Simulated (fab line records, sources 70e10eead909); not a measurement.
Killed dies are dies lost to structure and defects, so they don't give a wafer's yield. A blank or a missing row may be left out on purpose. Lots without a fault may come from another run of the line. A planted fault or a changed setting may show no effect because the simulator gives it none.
fab line records | flow nand_harc | part 2 of 2: steps 26 to 33 of 33
record lots=5 wafers=15 last_day=34
route steps=1302 shown A_STAIRCASE@872 A_SGD_CUT@890
lots that met no fault: from a run of the same line without faults
start_h: hours from the record's first day to the start of the lot's first wafer shown | wait_h: hours since the lot's step before | " the same as in the row above | L1.1+2: a row that stands for several wafers | - no value, or no start given | * or withheld: withheld | < > ~ a bound
route shown NAME@n: a module of which the file shows steps, and the number in the route of the first | usual: mean/standard deviation of fault-free wafers | same: alike in all rows | chamber/n: place in a boat | sites: the reading at each site | _std_site: their standard deviation | _edge_site: outer sites' mean less inner sites' | radius_mm: how far each site lies from the wafer's centre | mask NAME#n: copy n | behind: the tool/chamber that last shaped the wafer | hold: why the lot was held/for how many hours/how that ended | device: the transistor (n, p or np) that didn't switch | end of line: the same wafers' tests at the end of the route | a step without rows: its recipe alone | killed: dies lost to structure and defects at the first sort, not the wafer's yield | map: a wafer's dies, x killed, . not, _ none there
set.NAME: the setting as run; set.NAME@STEP: as run at that earlier step | model.NAME: the simulator's own value behind a step, which no gauge read
lots at some steps of the route; a table a step, a row a wafer
services: from which hour (start_h, from the record's first day; less than 0 if before it) a tool's chamber was out of use, for how many hours, and why
## steps
# step NHARC_A_SGD_CUT_PEB_07
# recipe peb_temp_c=100 peb_time_s=65
# usual exhaust_pa=44.7/0.85
# same peb_time_s=65
# columns lot.wafer tool chamber start_h wait_h exhaust_pa
L077.2 litho_track-01 0 466.26 0.1 44.7
L077.3 " 0 " " 42.4
L077.6 " 0 " " 43.9
L078.1 litho_track-04 0 481.26 0.1 44.4
L078.5 " 0 " " 44.6
L078.6 " 0 " " 43.9
L096.2 litho_track-01 0 646.79 0.1 43.1
L096.5 " 0 " " 45.8
L096.6 " 0 " " 45.3
L095.1 litho_track-04 0 647.92 0.1 44.3
L095.2 " 0 " " 44.2
L095.5 " 0 " " 44.0
L097.2 litho_track-01 0 688.48 0.1 43.6
L097.3 " 0 " " 43.4
L097.6 " 0 " " 44.1
# step NHARC_A_SGD_CUT_DEVELOP_08
# recipe develop_time_s=35 dev_temp_c=23
# usual exhaust_pa=44.9/0.85
# columns lot.wafer tool chamber start_h wait_h exhaust_pa
L077.2 litho_track-01 0 - - 45.6
L077.3 " 0 " " 44.9
L077.6 " 0 " " 45.9
L078.1 litho_track-04 0 - - 44.0
L078.5 " 0 " " 45.8
L078.6 " 0 " " 45.5
L096.2 litho_track-01 0 - - 44.6
L096.5 " 0 " " 44.9
L096.6 " 0 " " 44.4
L095.1 litho_track-04 0 - - 45.9
L095.2 " 0 " " 44.1
L095.5 " 0 " " 44.2
L097.2 litho_track-01 0 - - 43.9
L097.3 " 0 " " 45.0
L097.6 " 0 " " 46.1
# step NHARC_A_SGD_CUT_CD_MEAS_09
# recipe target_cd_nm=100 landing_energy_ev=500
# usual cd_nm=100.4/0.88
# columns lot.wafer tool chamber start_h wait_h cd_nm
L077.2 cd_sem-03 0 466.34 - 100.1
L077.3 " 0 " " 101.5
L077.6 " 0 " " 99.6
L078.1 cd_sem-03 0 481.34 - 98.9
L078.5 " 0 " " 99.3
L078.6 " 0 " " 100.4
L096.2 cd_sem-03 0 646.88 - 100.8
L096.5 " 0 " " 100.8
L096.6 " 0 " " 101.1
L095.1 cd_sem-03 0 648.00 - 98.9
L095.2 " 0 " " 99.6
L095.5 " 0 " " 99.1
L097.2 cd_sem-01 0 688.56 - 101.5
L097.3 " 0 " " 99.6
L097.6 " 0 " " 101.3
# step NHARC_A_SGD_CUT_OVL_MEAS_10
# usual overlay_x_nm=-0.1/0.87 overlay_y_nm=0.0/1.1
# columns lot.wafer tool chamber start_h wait_h overlay_x_nm overlay_y_nm
L077.2 overlay-02 - 466.42 - 0.9 -0.7
L077.3 " - " " 1.1 -0.6
L077.6 " - " " 1.1 -0.6
L078.1 overlay-02 - 481.43 - 0.5 0.8
L078.5 " - " " 0.7 0.8
L078.6 " - " " 0.3 0.9
L096.2 overlay-02 - 646.96 - -0.1 -1.1
L096.5 " - " " -0.3 -1.7
L096.6 " - " " -0.2 -1.1
L095.1 overlay-01 - 648.09 - 0.0 0.1
L095.2 " - " " -0.7 -0.5
L095.5 " - " " 0.5 0.1
L097.2 overlay-01 - 688.65 - -0.8 -0.6
L097.3 " - " " -1.2 -0.4
L097.6 " - " " -1.1 -0.5
# step NHARC_A_SGD_CUT_INSPECT_11
# usual raw_defect_count=48/24
# columns lot.wafer tool chamber start_h wait_h raw_defect_count
L077.2 defect_inspect-02 - 466.46 0.0 82
L077.3 " - " " 74
L077.6 " - " " 65
L078.1 defect_inspect-01 - 481.47 0.0 60
L078.5 " - " " 57
L078.6 " - " " 66
L096.2 defect_inspect-01 - 647.00 0.0 28
L096.5 " - " " 34
L096.6 " - " " 23
L095.1 defect_inspect-01 - 648.12 0.0 72
L095.2 " - " " 46
L095.5 " - " " 55
L097.2 defect_inspect-02 - 688.68 0.0 8
L097.3 " - " " 5
L097.6 " - " " 7
# step NHARC_A_SGD_CUT_DESCUM_14
# recipe time_s=3 o2_flow_sccm=200 ar_flow_sccm=0 bias_power_w=0 chemistry=O2
# usual drypump_motor_current_A=5.6/0.37 oes_product_au=1.000/0.015 rf_vpp_V=57.8/0.89 showerhead_plenum_p_Torr=1.90/0.071 throttle_valve_pct=11.312/0.0083
# same time_s=3
# columns lot.wafer tool chamber start_h wait_h drypump_motor_current_A oes_product_au rf_hours_counter_h rf_vpp_V showerhead_plenum_p_Torr throttle_valve_pct
L077.2 rie_diel-11 1 466.53 0.1 6.1 1.009 2 58.6 1.88 11.309
L077.3 " 2 " " 5.3 1.001 1 57.8 1.92 11.308
L077.6 " 0 " " 5.8 1.005 - 58.3 1.94 11.297
L078.1 rie_diel-11 0 481.54 0.1 5.7 0.999 2 57.7 1.94 11.309
L078.5 " 3 " " 5.3 1.021 - 57.1 1.86 11.324
L078.6 " 0 " " 5.7 1.002 - 57.8 1.94 11.326
L096.2 rie_diel-02 1 647.08 0.1 6.1 1.014 3 56.4 1.79 11.312
L096.6 " 2 " " 5.5 1.008 - 57.8 1.99 11.299
L096.5 " 3 " " 5.8 1.028 - 59.4 2.01 11.322
L095.2 rie_diel-01 0 648.20 0.1 6.3 1.004 5 57.9 1.84 11.301
L095.1 " 1 " " 5.6 0.984 5 58.7 1.92 11.310
L095.5 " 3 " " 5.4 0.980 - 58.1 2.02 11.313
L097.3 rie_diel-11 0 688.74 0.1 5.8 1.023 3 58.3 1.93 11.311
L097.2 " 1 " " 6.1 1.018 3 56.7 1.88 11.301
L097.6 " 1 " " 6.1 1.014 - 57.8 1.88 11.309
# step NHARC_A_SGD_CUT_ETCH_58
# recipe target_depth_a=390 over_etch_frac=0.3 time_s=65 ion_energy_ev=80 cf4_flow_sccm=150 ar_flow_sccm=0 rf_w=300 bias_w=100 chemistry=CF4
# usual bias_w=100.0/0.32 drypump_motor_current_A=5.6/0.37 oes_product_au=1.000/0.014 rf_vpp_V=151.1/1.1 showerhead_plenum_p_Torr=1.76/0.061 throttle_valve_pct=13.284/0.0086
# same time_s=65
# columns lot.wafer tool chamber start_h wait_h bias_w drypump_motor_current_A oes_product_au rf_hours_counter_h rf_vpp_V showerhead_plenum_p_Torr throttle_valve_pct
L077.3 rie_diel-11 1 466.61 0.1 100.3 6.1 1.019 2 151.0 1.74 13.284
L077.2 " 3 " " 99.5 5.3 1.024 1 152.1 1.72 13.282
L077.6 " 0 " " 100.0 5.7 1.001 - 151.9 1.79 13.282
L078.1 rie_diel-11 1 481.61 0.1 100.0 6.1 1.018 2 151.1 1.74 13.283
L078.6 " 1 " " 100.2 6.1 1.017 - 150.3 1.74 13.292
L078.5 " 2 " " 100.1 5.3 0.996 - 151.5 1.78 13.270
L096.2 rie_diel-02 0 647.15 0.1 100.5 5.1 0.980 4 149.3 1.72 13.256
L096.6 " 3 " " 99.9 5.8 1.018 - 153.1 1.85 13.282
L096.5 " 0 " " 100.8 5.1 0.971 - 150.6 1.72 13.280
L095.2 rie_diel-01 2 648.27 0.1 99.9 5.3 0.998 5 149.5 1.68 13.274
L095.1 " 1 " " 99.6 5.5 0.988 5 151.5 1.77 13.277
L095.5 " 3 " " 99.7 5.3 0.981 - 151.9 1.86 13.275
L097.3 rie_diel-11 2 688.84 0.1 100.6 5.3 1.007 2 152.1 1.77 13.300
L097.2 " 3 " " 100.3 5.3 0.995 2 151.1 1.72 13.290
L097.6 " 1 " " 100.3 6.1 1.010 - 150.9 1.74 13.280
# step NHARC_A_SGD_CUT_ETCH_59
# recipe target_depth_a=2600 over_etch_frac=0.25 time_s=406.25 ion_energy_ev=200 n2_flow_sccm=150 h2_flow_sccm=150 ar_flow_sccm=0 rf_w=400 bias_w=150 chemistry=N2/H2
# usual bias_w=150.0/0.39 drypump_motor_current_A=5.6/0.37 oes_product_au=0.999/0.014 rf_vpp_V=430.3/2.3 showerhead_plenum_p_Torr=2.03/0.076 throttle_valve_pct=14.171/0.0088
# same time_s=406.25
# columns lot.wafer tool chamber start_h wait_h bias_w drypump_motor_current_A oes_product_au rf_hours_counter_h rf_vpp_V showerhead_plenum_p_Torr throttle_valve_pct
L077.3 rie_diel-11 1 - - 150.3 6.1 1.019 2 428.4 2.00 14.174
L077.2 " 2 " " 149.6 5.3 0.989 1 430.9 2.05 14.173
L077.6 " 2 " " 149.2 5.3 0.991 - 430.4 2.05 14.175
L078.1 rie_diel-11 0 - - 149.6 5.7 0.997 2 431.8 2.07 14.186
L078.6 " 1 " " 149.5 6.1 1.017 - 428.2 2.00 14.154
L078.5 " 2 " " 150.7 5.3 1.000 - 431.2 2.05 14.176
L096.2 rie_diel-02 2 - - 149.8 5.5 1.012 4 432.9 2.12 14.174
L096.5 " 3 " " 150.5 5.8 1.027 - 435.4 2.14 14.161
L096.6 " 0 " " 150.3 5.1 0.989 - 427.9 1.97 14.183
L095.1 rie_diel-01 3 - - 150.0 5.4 0.982 5 433.1 2.15 14.161
L095.2 " 0 " " 149.9 6.3 1.009 5 428.0 1.96 14.171
L095.5 " 2 " " 149.5 5.3 1.000 - 427.4 1.92 14.191
L097.2 rie_diel-11 1 - - 150.9 6.1 1.022 3 429.4 2.00 14.162
L097.3 " 2 " " 150.1 5.3 1.012 2 432.0 2.05 14.171
L097.6 " 1 " " 150.6 6.1 1.016 - 428.5 2.00 14.176
## services
# columns tool chamber start_h hours kind
rie_diel-11 2 443.41 9.8 repair
cmp-03 - 446.11 2.5 repair
cmp-03 - 456.00 4.0 pm
rie_diel-11 0 468.71 3.9 repair
rie_diel-07 - 471.34 9.0 pm
rie_diel-08 0 481.63 3.7 repair
rie_diel-08 - 488.25 0.8 repair
litho_track-06 - 529.00 7.0 pm
cmp-03 - 536.97 0.5 repair
rie_diel-08 - 544.88 9.0 pm
wet_bench-06 - 545.60 8.0 pm
cmp-03 - 547.21 1.6 repair
litho_track-04 - 553.00 7.0 pm
cmp-03 - 553.87 0.4 repair
cmp-03 - 554.31 4.0 pm
cmp-03 - 570.91 1.4 repair
rie_diel-08 3 590.36 5.6 repair
wet_bench-02 - 596.00 8.0 pm
wet_bench-02 - 606.10 6.3 repair
rie_diel-11 - 609.57 9.0 pm
rie_diel-08 2 611.67 5.8 repair
wet_bench-05 - 612.87 8.0 pm
rie_diel-07 - 648.35 9.0 pm
rie_diel-08 1 678.67 1.2 repair
